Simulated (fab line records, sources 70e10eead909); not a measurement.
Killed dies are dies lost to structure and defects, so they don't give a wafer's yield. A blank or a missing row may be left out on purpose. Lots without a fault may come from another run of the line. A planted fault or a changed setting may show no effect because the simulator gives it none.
Which tool did it? | flow nand_harc | 6 lots, 18 wafers sampled, at 5 steps of a route of 1159

WHAT THE GAUGES READ, wafer by wafer
NHARC_END_SORT_01.
lot  | measured     | on        | defect_limited_yield (%)
L779 | day 22 08:41 | prober-02 | 95.1 94.4 92.3
L783 | day 22 23:41 | prober-02 | 91.6 92.5 91.4

WHICH TOOL RAN EACH LOT (tool, then ch and the chambers of the sampled wafers, then the start)
lot  | NHARC_A_BONDPAD_ANNEAL_28        | NHARC_THIN_TSV_DEP_47           | NHARC_THIN_TSV_STRIP_62              | NHARC_THIN_TSV_PVD_51
L771 | rtp_anneal-02 ch 0, day 18 08:48 | pecvd-03 ch 0,1, day 19 02:39   | plasma_asher-02 ch 0,1, day 19 03:26 | pvd_sputter-03, no start
L776 | rtp_anneal-02 ch 0, day 19 22:10 | pecvd-04 ch 1,2, day 20 13:37   | plasma_asher-02 ch 0,1, day 20 14:20 | pvd_sputter-02, no start
L779 | rtp_anneal-02 ch 0, day 21 04:10 | pecvd-03 ch 0,1,2, day 21 19:31 | plasma_asher-02 ch 0, day 21 20:12   | pvd_sputter-03, day 22 08:41 or earlier
L783 | rtp_anneal-02 ch 0, day 21 14:34 | pecvd-04 ch 0,2, day 22 05:50   | plasma_asher-02 ch 0,1, day 22 06:36 | pvd_sputter-03, day 22 23:41 or earlier
L788 | rtp_anneal-01 ch 0, day 23 04:31 | pecvd-03 ch 1,2, day 24 00:13   | plasma_asher-02 ch 0,1, day 24 00:59 | pvd_sputter-02, no start
L790 | rtp_anneal-02 ch 0, day 23 20:49 | pecvd-03 ch 0,2, day 24 13:48   | plasma_asher-01 ch 0,1, day 24 14:55 | pvd_sputter-02, no start
- NHARC_A_BONDPAD_ANNEAL_28: time 90 s.
- NHARC_THIN_TSV_DEP_47: deposits SiO2, target thk 200 nm.
- NHARC_THIN_TSV_STRIP_62: strips in N2/H2, time 20 s.
- NHARC_THIN_TSV_PVD_51: deposits Cu, target thk 100 nm.

THE ANSWER, worked out from the rows above alone
Rule: what is usual is taken from the lots themselves. Put in order of their means at a reading, lots are off if they are a third of the lots or fewer, leave a main group of 4 or more, and stand apart from it by a gap of 3 or more times the standard deviation of the main group's means; of several such gaps the widest counts. A main group whose means are all the same, to the digits that the tables above print for the reading, isn't used. A lot without any number at a reading at which 4 lots or more have one is off too. The other lots that the step has rows for count as sound.
No lot is off at any reading shown: from this, nothing can be told.

WHAT THE SIMULATOR HAD PUT IN
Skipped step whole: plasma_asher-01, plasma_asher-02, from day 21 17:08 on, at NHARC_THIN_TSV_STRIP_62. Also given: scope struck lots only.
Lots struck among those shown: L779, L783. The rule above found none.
